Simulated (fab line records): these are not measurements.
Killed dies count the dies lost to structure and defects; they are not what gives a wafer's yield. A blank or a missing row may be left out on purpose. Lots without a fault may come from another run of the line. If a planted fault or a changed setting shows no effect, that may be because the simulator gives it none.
Matching of chambers ; flow n5Finfet ; 3 sister chambers for N5_ZERO_LAYER_PECVD_02 on pecvd-04
The step deposits SiO2 from SiH4/N2O, target thk 10 nm, time 6 s. 3 wafers are shown with their chamber, then 7 later ones without.

== WAFERS, EACH WITH ITS CHAMBER ==
wafer;chamber;showerheadPlenumPTorr (Torr)
L081.4;1;8.22
L087.1;0;8.06
L087.5;2;8.07

== WAFERS MISSING THEIR CHAMBER ==
wafer;showerheadPlenumPTorr (Torr)
L087.6;8.05
L089.1;8.20
L089.4;8.17
L089.5;8.05
L091.3;8.04
L091.4;8.06
L091.5;8.08

== THE CHAMBER EACH PASSED THROUGH ==
wafer;from the rows above;in truth
L087.6;can't be placed: 0 or 2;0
L089.1;1;1
L089.4;1;1
L089.5;can't be placed: 0 or 2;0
L091.3;can't be placed: 0 or 2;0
L091.4;can't be placed: 0 or 2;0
L091.5;can't be placed: 2 or 0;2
Placed correctly: 2 of 7. From these rows, 5 cannot be placed; in 5 the true chamber is one of the candidates. Wrongly placed: 0.
How it was worked out, from the rows above alone: a wafer's distance from a chamber is the root of the sum, over the readings, of the square of ((its reading less the chamber's mean) divided by the reading's scatter). If the next closest chamber is less than 2 further off than the closest, the wafer can't be placed; otherwise it belongs to the closest. The mean given for a chamber averages the wafers shown for that chamber. The scatter (one wafer shown for each chamber): square how far every hidden wafer sits from the nearest shown wafer, average those squares and take the square root.
